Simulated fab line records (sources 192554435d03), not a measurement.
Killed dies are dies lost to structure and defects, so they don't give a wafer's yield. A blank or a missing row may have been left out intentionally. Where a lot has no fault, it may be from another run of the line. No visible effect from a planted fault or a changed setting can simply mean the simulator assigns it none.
fab line records	flow n5_finfet
record lots=6	wafers=17	last_day=17
route steps=1938 shown BEOL_M10@1521 PASSIVATION@1936
lots that met no fault: taken from a fault-free run of the same line
start_h: start of the lot's first displayed wafer, in hours after the record's first day	wait_h: time in hours since the lot's previous step	" repeats the value in the row above	L1.1+2: a row that stands for several wafers	- no value present, or no start provided	* or withheld: withheld	< > ~ a bound
route shown NAME@n: a module of which the file shows steps, and the number in the route of the first	usual: average and standard deviation across the fault-free wafers	same: alike in all rows	chamber/n: place in a boat	sites: per-site readings	_std_site: standard deviation across them	_edge_site: outer sites' mean less inner sites'	radius_mm: how far each site lies from the wafer's centre	mask NAME#n: copy n	behind: the last tool/chamber to shape the wafer	hold: why the lot went on hold/how many hours it stayed there/how the hold came to an end	device: the n, p or np transistor that did not switch	end of line: tests run on the same wafers once the route is complete	a step with no rows: only its recipe	killed: dies that structure and defects cost at the first sort, which is not the same as the wafer's yield	map: shows each die of a wafer: x if killed, . if not, _ if none is there
set.NAME: the setting as run; set.NAME@STEP: as run at that earlier step	model.NAME: the simulator's own value behind a step, which no gauge read
certain route steps with their lots: each step a table, each wafer a row
services: when a tool's chamber went out of use (start_h, in hours from the record's first day, below 0 if earlier), for how many hours, and the reason
## steps
# step N5_BEOL_M10_CURE_72
# recipe temp_c=370	time_s=120	ambient=DMADMS/He	material=SiCOH_lowk
# step N5_BEOL_M10_DEGAS_44
# recipe ambient=vacuum	temp_c=250	time_s=60
# step N5_BEOL_M10_PRE_CLEAN_45
# recipe gas=H2/He	time_s=30	temp_c=250
# step N5_BEOL_M10_ALD_74
# recipe material=TaN	target_thk_a=20	temp_c=275	ald_precursor_family=PDMAT	ald_co_reactant=NH3	pressure_torr=3	carrier_flow_sccm=1500	pulse_time_s=2	purge_time_s=3	co_reactant_purge_time_s=2	co_reactant_pulse_time_s=3	ald_cycles=40	precursor_vessel_temp_c=75	precursor_vessel_pressure_torr=26.25	precursor_vessel_carrier_sccm=1000
# usual heater_power_w=404/45
lot.wafer	tool	chamber	start_h	wait_h	heater_power_w
L541.2	ald_metal-02	0	238.00	0.1	422
L541.3	"	1	"	"	370
L541.5	"	1	"	"	364
L548.3	ald_metal-03	3	277.81	0.1	510
L548.4	"	0	"	"	408
L548.6	"	1	"	"	421
L554.3	ald_metal-03	2	317.01	0.0	403
L554.5	"	2	"	"	401
L553.2	ald_metal-04	1	317.55	0.0	374
L553.3	"	3	"	"	385
L553.6	"	1	"	"	387
L560.2	ald_metal-04	1	350.42	0.2	393
L560.4	"	3	"	"	376
L560.5	"	2	"	"	404
L561.1	ald_metal-04	1	357.60	0.0	381
L561.4	"	0	"	"	395
L561.6	"	0	"	"	396
# step N5_BEOL_M10_SURFACE_TREAT_76
# recipe gas=Ar	time_s=*	ion_energy_ev=*	ion_current_ma_cm2=0.5	pressure_mtorr=*	ar_flow_sccm=30
# usual throttle_valve_pct=*
lot.wafer	tool	chamber	start_h	wait_h	throttle_valve_pct
L541.2	pvd_sputter-03	-	238.36	0.2	*
L541.3	"	-	"	"	*
L541.5	"	-	"	"	*
L548.3	pvd_sputter-01	-	278.15	0.2	*
L548.4	"	-	"	"	*
L548.6	"	-	"	"	*
L554.3	pvd_sputter-01	-	317.32	0.2	*
L554.5	"	-	"	"	*
L553.2	pvd_sputter-03	-	317.83	0.2	*
L553.3	"	-	"	"	*
L553.6	"	-	"	"	*
L560.2	pvd_sputter-03	-	350.87	0.3	*
L560.4	"	-	"	"	*
L560.5	"	-	"	"	*
L561.1	pvd_sputter-02	-	358.02	0.3	*
L561.4	"	-	"	"	*
L561.6	"	-	"	"	*
# step N5_BEOL_M10_CVD_75
# recipe material=Co	target_thk_a=20	temp_c=withheld	precursor=CCTBA/H2	pressure_torr=30	time_s=138.9
# step N5_BEOL_M10_SPUTTER_48
# recipe material=Cu	target_thk_a=120	temp_c=-20	bias_v=60	power_w=26000	chamber_pressure_pa=0.13	time_s=2
# usual cathode_dc_power_W=26000/5	chamber_pressure_pa=0.13002/0.00027	throttle_valve_pct=30.4/0.83
lot.wafer	tool	chamber	start_h	wait_h	cathode_dc_power_W	chamber_pressure_pa	throttle_valve_pct
L541.2	pvd_sputter-03	-	238.56	0.1	26003	0.13011	30.5
L541.3	"	-	"	"	26005	0.12993	30.7
L541.5	"	-	"	"	26000	0.13055	29.2
L548.3	pvd_sputter-01	-	278.33	0.1	25994	0.13004	31.0
L548.4	"	-	"	"	26004	0.13012	30.6
L548.6	"	-	"	"	25989	0.12998	30.4
L554.3	pvd_sputter-03	-	317.59	0.2	25996	0.12962	29.6
L554.5	"	-	"	"	25998	0.13043	29.5
L553.2	pvd_sputter-03	-	318.25	0.3	25993	0.13002	29.4
L553.3	"	-	"	"	25998	0.13013	30.8
L553.6	"	-	"	"	25994	0.13005	29.6
L560.2	pvd_sputter-03	-	351.34	0.1	25998	0.12994	29.6
L560.4	"	-	"	"	26006	0.12992	30.6
L560.5	"	-	"	"	25995	0.13013	29.7
L561.1	pvd_sputter-01	-	358.34	0.1	25998	0.1306	31.0
L561.4	"	-	"	"	25996	0.12991	29.4
L561.6	"	-	"	"	25990	0.12987	30.3
# step N5_BEOL_M10_ECD_50
# recipe material=Cu	target_thk_a=3180
# step N5_BEOL_M10_ANNEAL_51
# recipe temp_c=225	time_s=90	ambient=N2
# usual wafer_temp_C_max=226.31/0.28
lot.wafer	tool	chamber	start_h	wait_h	wafer_temp_C_max
L541.2	rtp_anneal-01	0	238.83	0.1	226.48
L541.3	"	0	"	"	226.52
L541.5	"	0	"	"	226.16
L548.3	rtp_anneal-02	0	279.05	0.5	225.90
L548.4	"	0	"	"	226.50
L548.6	"	0	"	"	226.14
L554.3	rtp_anneal-01	0	318.13	0.3	226.46
L554.5	"	0	"	"	226.29
L553.2	rtp_anneal-02	0	318.53	0.1	226.25
L553.3	"	0	"	"	225.50
L553.6	"	0	"	"	226.01
L560.2	rtp_anneal-02	0	352.18	0.7	226.52
L560.4	"	0	"	"	226.51
L560.5	"	0	"	"	226.54
L561.1	rtp_anneal-01	0	358.57	0.1	225.97
L561.4	"	0	"	"	225.69
L561.6	"	0	"	"	226.01
# step N5_BEOL_M10_CMP_52
# recipe stop_on=SiCOH_lowk	t_overpolish_s=7	down_force_psi=1	platen_rpm=50	clearing_platen_down_force_psi=1.5	clearing_platen_rpm=50	post_cmp_clean=cu_alkaline	target_thk_nm=140	clearing_platen_pad_velocity_m_s=0.99484	pad_velocity_m_s=0.99484
# usual barrier_field_endpoint_s=28.8/0.91	motor_current_A=6.3/0.79	overpolish_run_s=7.000/0.0089	time_to_endpoint_s=66/4.1
# same t_overpolish_s=7
lot.wafer	tool	chamber	start_h	wait_h	barrier_field_endpoint_s	motor_current_A	overpolish_run_s	time_to_endpoint_s
L541.3	cmp-02	3	239.12	0.2	28.0	5.7	7.009	63
L541.2	"	0	"	"	27.7	7.5	7.004	64
L541.5	"	3	"	"	27.7	6.0	6.999	62
L548.4	cmp-03	1	279.26	0.1	28.5	5.1	6.993	64
L548.3	"	2	"	"	28.5	5.5	7.010	65
L548.6	"	2	"	"	29.7	5.7	6.993	69
L554.3	cmp-02	3	318.37	0.2	27.4	5.9	6.991	60
L554.5	"	3	"	"	27.7	5.8	6.993	65
L553.2	cmp-01	1	318.78	0.2	27.8	6.2	7.007	61
L553.3	"	0	"	"	27.8	5.2	6.995	55
L553.6	"	1	"	"	28.6	6.4	6.994	62
L560.4	cmp-02	3	352.43	0.1	30.2	5.4	6.990	68
L560.2	"	2	"	"	29.1	7.0	7.015	68
L560.5	"	3	"	"	29.3	5.9	7.009	66
L561.4	cmp-01	1	358.87	0.1	28.4	6.3	6.989	61
L561.1	"	2	"	"	28.6	6.5	7.004	66
L561.6	"	2	"	"	28.9	6.6	6.994	66
# step N5_BEOL_M10_THK_MEAS_53
# recipe thk_meas_gauge=xrf	reads=Cu_of_BEOL_M10_ECD_50
# usual M10_THK=142.6/3
lot.wafer	tool	chamber	start_h	wait_h	M10_THK[nm]
L541.2	film_metro-02	-	239.38	-	145.5
L541.3	"	-	"	"	141.7
L541.5	"	-	"	"	145.3
L548.3	film_metro-01	-	279.56	-	144.0
L548.4	"	-	"	"	140.7
L548.6	"	-	"	"	147.0
L554.3	film_metro-02	-	318.63	-	144.4
L554.5	"	-	"	"	146.1
L553.2	film_metro-02	-	319.09	0.3	143.4
L553.3	"	-	"	"	139.4
L553.6	"	-	"	"	139.4
L560.2	film_metro-01	-	352.73	-	147.8
L560.4	"	-	"	"	147.8
L560.5	"	-	"	"	141.1
L561.1	film_metro-02	-	359.16	-	141.3
L561.4	"	-	"	"	140.6
L561.6	"	-	"	"	141.4
# step N5_BEOL_M10_PRE_CLEAN_55
# recipe gas=NH3	time_s=15	temp_c=withheld	rf_power_w=300
# step N5_BEOL_M10_DEP_56
# recipe material=SiCN	target_thk_a=150	temp_c=withheld	precursor=3MS/NH3	pressure_torr=3	rf_w=202	time_s=26.5
# usual showerhead_plenum_p_Torr=3.657/0.018	throttle_valve_pct=9.1/0.56
lot.wafer	tool	chamber	start_h	wait_h	showerhead_plenum_p_Torr	throttle_valve_pct	model.SiCN_of_BEOL_M10_DEP_56.thk_nm
L541.2	pecvd-01	0	239.45	0.0	3.661	8.9	14.8
L541.3	"	2	"	"	3.649	8.5	15
L541.5	"	2	"	"	3.650	8.4	15.2
L548.3	pecvd-04	2	279.62	0.0	3.650	8.9	14.8
L548.4	"	1	"	"	3.695	8.9	15.2
L548.6	"	0	"	"	3.653	10.1	15.4
L554.3	pecvd-01	0	318.69	0.0	3.655	8.8	14
L554.5	"	1	"	"	3.652	9.0	15
L553.2	pecvd-04	1	319.15	0.0	3.690	9.1	15
L553.3	"	2	"	"	3.643	9.2	15
L553.6	"	1	"	"	3.701	8.7	15.2
L560.2	pecvd-01	1	352.79	0.0	3.646	8.9	13.4
L560.4	"	2	"	"	3.655	8.5	14.6
L560.5	"	0	"	"	3.667	9.1	15
L561.1	pecvd-02	0	359.22	0.0	3.670	9.7	14.8
L561.4	"	0	"	"	3.661	9.7	15
L561.6	"	1	"	"	3.669	8.9	14.6
# step N5_BEOL_M10_RS_MEAS_57
# recipe thk_meas_gauge=four-point-probe	reads=Cu_of_BEOL_M10_ECD_50+Co_of_BEOL_M10_CVD_75+TaN_of_BEOL_M10_ALD_74
# usual M10_RS=0.151/0.0032
lot.wafer	tool	chamber	start_h	wait_h	M10_RS[ohm/sq]
L541.2	film_metro-01	-	239.55	0.1	0.147
L541.3	"	-	"	"	0.153
L541.5	"	-	"	"	0.148
L548.3	film_metro-01	-	279.69	0.1	0.150
L548.4	"	-	"	"	0.153
L548.6	"	-	"	"	0.146
L554.3	film_metro-02	-	318.77	0.1	0.150
L554.5	"	-	"	"	0.148
L553.2	film_metro-02	-	319.23	0.1	0.149
L553.3	"	-	"	"	0.155
L553.6	"	-	"	"	0.154
L560.2	film_metro-02	-	352.86	0.1	0.147
L560.4	"	-	"	"	0.146
L560.5	"	-	"	"	0.154
L561.1	film_metro-01	-	359.30	0.1	0.152
L561.4	"	-	"	"	0.153
L561.6	"	-	"	"	0.152
# step N5_PASSIVATION_PROBE_49
# usual defect_limited_yield=91.1/1.4	killed_at_M0_to_M3=36/9.9	killed_at_M4_up=13/5.8	killed_at_contacts=14/5.9	killed_at_front_end=39/11	killed_at_other=3.4/2.9	killed_dies=105/17	killed_open=70/13	killed_short=34/7.3	sort_bin_5_function=5.3/1	sort_bin_6_memory=3.3/0.62	sort_bin_8_speed=0.01/0.057	sort_n_pass=1075/17	sort_yield_pct=91.1/1.4
# same gross_dies=1180	killed_at_back_side=0	sort_bin_4_leakage[%]=0
lot.wafer	tool	chamber	start_h	wait_h	defect_limited_yield[%]	killed_at_M0_to_M3	killed_at_M4_up	killed_at_contacts	killed_at_front_end	killed_at_other	killed_dies	killed_open	killed_short	sort_bin_5_function[%]	sort_bin_6_memory[%]	sort_bin_8_speed[%]	sort_n_pass	sort_yield_pct[%]
L548.3	prober-01	-	323.89	0.1	92.8	32	17	8	24	4	85	54	31	3.8	3.1	0	1095	92.8
L548.4	prober-01	-	323.94	0.2	91.2	41	13	6	43	1	104	78	25	5.1	3.6	0	1076	91.2
L554.3	prober-01	-	363.28	0.1	89.6	47	5	17	51	3	123	86	37	6.0	4.1	0	1057	89.6
L554.5	prober-01	-	363.38	0.2	93.5	24	8	14	30	1	77	54	23	4.0	2.2	0	1103	93.5
L553.2	prober-02	-	384.63	0.1	91.7	30	13	19	36	0	98	67	29	4.5	3.6	0	1082	91.7
L553.3	prober-02	-	384.68	0.1	93.6	21	8	13	32	2	76	54	20	4.1	2.3	0	1104	93.6
L553.6	prober-02	-	384.83	0.3	92.8	32	11	9	28	5	85	56	28	4.3	2.6	0	1095	92.8
L560.2	prober-01	-	400.50	0.1	90.7	48	11	17	32	2	110	82	26	6.4	3.0	0	1070	90.7
L560.4	prober-01	-	400.60	0.2	87.1	74	16	29	30	3	152	103	48	8.2	4.3	0	1028	87.1
L560.5	prober-01	-	400.65	0.2	90.9	55	17	16	17	2	107	66	39	5.7	3.3	0	1073	90.9
L561.1	prober-02	-	404.74	0.0	92.4	28	3	21	35	3	90	59	29	5.2	2.4	0	1090	92.4
L561.4	prober-02	-	404.89	0.2	91.7	32	7	11	45	3	98	56	42	5.1	2.8	0	1082	91.7
L561.6	prober-02	-	404.99	0.3	90.6	24	24	26	33	4	111	79	30	5.9	3.2	0	1069	90.6
# killed by level:class
L548.3 BEOL_M2:geometric_particle:open=9 MOL_CONTACT_COAG:geometric_particle:open=8 BEOL_M5:geometric_particle:open=8 FIN_SAQP:geometric_particle:open=4 BEOL_M0_SAQP:geometric_particle:short=4 BEOL_M2:geometric_particle:short=4 BEOL_M3:geometric_particle:open=4 BEOL_M0_SAQP:geometric_particle:open=3
L548.4 BEOL_M0_SAQP:geometric_particle:open=11 DUMMY_GATE:geometric_particle:open=8 BEOL_M2:geometric_particle:open=7 STI_FIN_REVEAL:geometric_particle:open=6 MOL_CONTACT_COAG:geometric_particle:open=6 BEOL_M0_SAQP:geometric_particle:short=6 FIN_SAQP:geometric_particle:short=5 GATE_CUT:geometric_particle:open=5
L554.3 MOL_CONTACT_COAG:geometric_particle:open=15 STI_FIN_REVEAL:geometric_particle:open=14 BEOL_M0_SAQP:geometric_particle:open=12 BEOL_M0_SAQP:geometric_particle:short=12 DUMMY_GATE:geometric_particle:open=9 FIN_SAQP:geometric_particle:open=7 BEOL_M2:geometric_particle:open=6 BEOL_M0:geometric_particle:open=5
L554.5 MOL_CONTACT_COAG:geometric_particle:open=12 FIN_SAQP:geometric_particle:short=6 BEOL_M0_SAQP:geometric_particle:open=6 BEOL_M1:geometric_particle:open=6 STI_FIN_REVEAL:geometric_particle:open=5 BEOL_M0_SAQP:geometric_particle:short=5 FIN_SAQP:geometric_particle:open=4 DUMMY_GATE:geometric_particle:open=3
L553.2 MOL_CONTACT_COAG:geometric_particle:open=17 FIN_SAQP:geometric_particle:open=9 BEOL_M0_SAQP:geometric_particle:short=9 BEOL_M0_SAQP:geometric_particle:open=9 FIN_SAQP:geometric_particle:short=6 BEOL_M2:geometric_particle:open=6 BEOL_M3:geometric_particle:open=4 BEOL_M8:geometric_particle:open=4
L553.3 MOL_CONTACT_COAG:geometric_particle:open=10 FIN_SAQP:geometric_particle:open=8 DUMMY_GATE:geometric_particle:open=5 BEOL_M0_SAQP:geometric_particle:open=5 BEOL_M0_SAQP:geometric_particle:short=5 STI_FIN_REVEAL:geometric_particle:open=4 FIN_SAQP:geometric_particle:short=3 MOL_CONTACT_COAG:geometric_particle:short=3
L553.6 BEOL_M0_SAQP:geometric_particle:short=9 DUMMY_GATE:geometric_particle:open=8 MOL_CONTACT_COAG:geometric_particle:open=8 BEOL_M0_SAQP:geometric_particle:open=7 BEOL_M2:geometric_particle:open=7 ILD0:geometric_particle:open=5 BEOL_M2:geometric_particle:short=4 STARTING-WAFER:geometric_particle:short=4
L560.2 MOL_CONTACT_COAG:geometric_particle:open=16 BEOL_M3:geometric_particle:open=16 BEOL_M2:geometric_particle:open=11 FIN_SAQP:geometric_particle:open=8 STI_FIN_REVEAL:geometric_particle:open=7 BEOL_M3:geometric_particle:short=5 BEOL_M0_SAQP:geometric_particle:open=4 BEOL_M5:geometric_particle:open=4
L560.4 MOL_CONTACT_COAG:geometric_particle:open=23 BEOL_M2:geometric_particle:open=20 BEOL_M0_SAQP:geometric_particle:open=17 BEOL_M0_SAQP:geometric_particle:short=12 BEOL_M4:geometric_particle:open=7 BEOL_M3:geometric_particle:open=7 FIN_SAQP:geometric_particle:short=6 MOL_CONTACT_COAG:geometric_particle:short=6
L560.5 BEOL_M0_SAQP:geometric_particle:short=15 MOL_CONTACT_COAG:geometric_particle:open=13 BEOL_M0_SAQP:geometric_particle:open=10 BEOL_M2:geometric_particle:open=9 BEOL_M1:geometric_particle:open=7 BEOL_M3:geometric_particle:open=7 FIN_SAQP:geometric_particle:short=4 BEOL_M4:geometric_particle:open=4
L561.1 MOL_CONTACT_COAG:geometric_particle:open=19 BEOL_M0_SAQP:geometric_particle:short=11 FIN_SAQP:geometric_particle:short=8 STI_FIN_REVEAL:geometric_particle:open=6 BEOL_M0_SAQP:geometric_particle:open=6 FIN_SAQP:geometric_particle:open=5 DUMMY_GATE:geometric_particle:open=5 GATE_CUT:geometric_particle:short=3
L561.4 FIN_SAQP:geometric_particle:short=14 FIN_SAQP:geometric_particle:open=12 MOL_CONTACT_COAG:geometric_particle:open=8 BEOL_M0_SAQP:geometric_particle:open=8 BEOL_M0_SAQP:geometric_particle:short=6 STI_FIN_REVEAL:geometric_particle:open=5 BEOL_M3:geometric_particle:short=5 BEOL_M3:geometric_particle:open=4
L561.6 MOL_CONTACT_COAG:geometric_particle:open=21 STI_FIN_REVEAL:geometric_particle:open=11 FIN_SAQP:geometric_particle:open=6 BEOL_M5:geometric_particle:open=6 FIN_SAQP:geometric_particle:short=5 MOL_CONTACT_COAG:geometric_particle:short=5 BEOL_M2:geometric_particle:open=5 BEOL_M4:geometric_particle:open=5
## services
tool	chamber	start_h	hours	kind
ald_metal-03	2	218.92	10.8	repair
pecvd-02	1	221.97	20.4	repair
pecvd-01	1	238.05	5.5	scheduled_down
cmp-02	-	243.74	0.9	repair
cmp-01	-	248.64	0.6	repair
cmp-03	-	250.05	1.6	repair
cmp-01	-	251.86	0.9	repair
cmp-02	-	260.57	4.2	pm
ald_metal-04	-	267.01	2.3	repair
cmp-01	-	270.30	3.7	repair
cmp-02	-	281.29	4.0	pm
cmp-02	-	285.29	-	consumable_replace:conditioner
ald_metal-03	0	286.75	26.8	repair
cmp-03	-	293.91	4.0	pm
pecvd-04	-	303.32	1.0	repair
cmp-03	-	314.87	4.0	pm
pecvd-04	-	319.57	2.8	pm
ald_metal-03	0	320.35	28.1	repair
cmp-01	-	333.27	0.5	repair
ald_metal-02	-	337.25	14.0	pm
pecvd-01	1	339.57	4.3	repair
cmp-01	-	343.67	0.3	repair
cmp-02	-	349.15	2.3	repair
pecvd-01	-	349.86	0.8	pm
## key
first_sign none at tools or gauges
model_effect step=N5_BEOL_M10_DEP_56	value=SiCN_of_BEOL_M10_DEP_56.thk_nm	without=14.9	struck=13.7
met_at N5_BEOL_M10_DEP_56
struck_wafers L554.3,L560.2
onset_between 239.45 318.69
fault kind=process_parameter_drift	tool=pecvd-01	chamber=-	onset_h=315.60	steps=N5_BEOL_M10_DEP_56	channel=time_s	offset=*	shape=step	end_h=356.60	scope=struck_wafers_only	acts_in=*	stated=*
